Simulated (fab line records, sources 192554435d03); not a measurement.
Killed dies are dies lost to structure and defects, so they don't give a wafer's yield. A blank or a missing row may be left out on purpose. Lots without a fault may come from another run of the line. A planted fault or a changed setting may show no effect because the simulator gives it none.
Chamber matching | flow n5_finfet | N5_SDB_ETCH_25 on rie_diel-01: 4 sister chambers
The step etches SiO2 in C4F6/O2, target depth 10 nm, time 3.3 s. 4 wafers are shown with their chamber, then 7 later ones without.

WAFERS WITH THEIR CHAMBER
wafer  | chamber | drypump_motor_current_A (A)
L088.4 | 1       | 5.1
L089.6 | 2       | 6.5
L090.1 | 3       | 5.2
L090.3 | 0       | 4.9

WAFERS WITHOUT THEIR CHAMBER
wafer  | drypump_motor_current_A (A)
L090.5 | 6.4
L091.3 | 4.9
L091.5 | 4.9
L091.6 | 5.1
L096.1 | 4.9
L096.2 | 5.1
L096.5 | 5.1

WHICH CHAMBER EACH WENT THROUGH
wafer  | from the rows above | in truth
L090.5 | 2                   | 2
L091.3 | 0                   | 0
L091.5 | 0                   | 0
L091.6 | 1                   | 1
L096.1 | 0                   | 0
L096.2 | 1                   | 1
L096.5 | 1                   | 1
Placed correctly: 7 of 7. Can't be placed from these rows: 0. Placed wrongly: 0.
How it was worked out, from the rows above alone: a wafer's distance from a chamber is the root of the sum, over the readings, of the square of ((its reading less the chamber's mean) divided by the reading's scatter). The wafer belongs to the nearest chamber; if the next one is less than 2 further off, it can't be placed. A chamber's mean is the mean of its shown wafers. The scatter: with one shown wafer a chamber, the root of the mean of the squares of how far each hidden wafer lies from its nearest shown one.
